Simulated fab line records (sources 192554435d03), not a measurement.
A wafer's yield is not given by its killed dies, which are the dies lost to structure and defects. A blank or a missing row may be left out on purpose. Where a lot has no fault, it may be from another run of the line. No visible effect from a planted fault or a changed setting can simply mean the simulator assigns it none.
Chamber matching | flow n5_finfet | N5_FIN_SAQP_SPACER1_ALD_24 on ald_sin-03: 4 sister chambers
The step deposits SiO2, target thk 20.3 nm, pulse time 1 s, purge time 2 s. 16 wafers are shown with their chamber, then 8 later ones without.

## EACH WAFER AND ITS CHAMBER
wafer  | chamber | heater_power_w (W) | susceptor_temp_C (C) | precursor_pulse_height_rel
L074.4 | 2       | 565                | 299.71               | 1.005
L074.5 | 3       | 478                | 299.87               | 0.996
L074.6 | 0       | 458                | 299.99               | 0.980
L078.1 | 0       | 471                | 299.81               | 0.969
L078.2 | 3       | 476                | 299.96               | 1.031
L078.4 | 1       | 492                | 300.01               | 1.015
L083.3 | 0       | 474                | 299.91               | 1.004
L083.5 | 3       | 471                | 299.98               | 0.999
L083.6 | 2       | 550                | 300.15               | 0.990
L086.1 | 2       | 557                | 299.68               | 1.018
L086.2 | 0       | 462                | 300.20               | 1.021
L086.6 | 0       | 472                | 299.83               | 1.014
L093.1 | 1       | 497                | 300.03               | 0.989
L093.2 | 2       | 553                | 299.88               | 1.005
L093.6 | 0       | 455                | 299.80               | 1.022
L095.1 | 2       | 552                | 300.04               | 1.005

SIGNATURES (means of the wafers above)
reading                    | chamber 0 | chamber 1 | chamber 2 | chamber 3 | scatter within a chamber
heater_power_w             | 465.33    | 494.50    | 555.40    | 475.00    | 6.47
susceptor_temp_C           | 299.9233  | 300.0200  | 299.8920  | 299.9367  | 0.156
precursor_pulse_height_rel | 1.00167   | 1.00200   | 1.00460   | 1.00867   | 0.0182
Rule: a wafer lies at a distance from a chamber equal to the root of the sum of squares, over the readings, of (its reading less the chamber's mean, divided by the reading's scatter). If the next closest chamber is less than 2 further off than the closest, the wafer can't be placed; otherwise it belongs to the closest. The scatter: take each reading less its chamber's mean, square it, sum over the shown wafers, divide by the number of wafers less the number of chambers, and take the root.

## WAFERS WITH NO CHAMBER GIVEN
wafer  | heater_power_w (W) | susceptor_temp_C (C) | precursor_pulse_height_rel
L095.5 | 474                | 299.71               | 1.008
L095.6 | 555                | 300.04               | 1.018
L096.1 | 476                | 300.26               | 1.037
L096.2 | 456                | 299.82               | 1.015
L096.4 | 503                | 300.38               | 0.986
L097.3 | 495                | 299.97               | 0.958
L097.4 | 480                | 299.94               | 1.019
L097.6 | 469                | 299.96               | 1.021

## CHAMBER TAKEN BY EACH
wafer  | from the rows above          | in truth
L095.5 | can't be placed: 3 or 0      | 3
L095.6 | 2                            | 2
L096.1 | can't be placed: 3 or 0 or 1 | 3
L096.2 | can't be placed: 0 or 3      | 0
L096.4 | 1                            | 1
L097.3 | can't be placed: 1 or 3      | 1
L097.4 | can't be placed: 3 or 0 or 1 | 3
L097.6 | can't be placed: 3 or 0      | 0
Correct placement for 2 of the 8. From these rows, 6 cannot be placed; in 6 the true chamber is one of the candidates. Placed wrongly: 0.
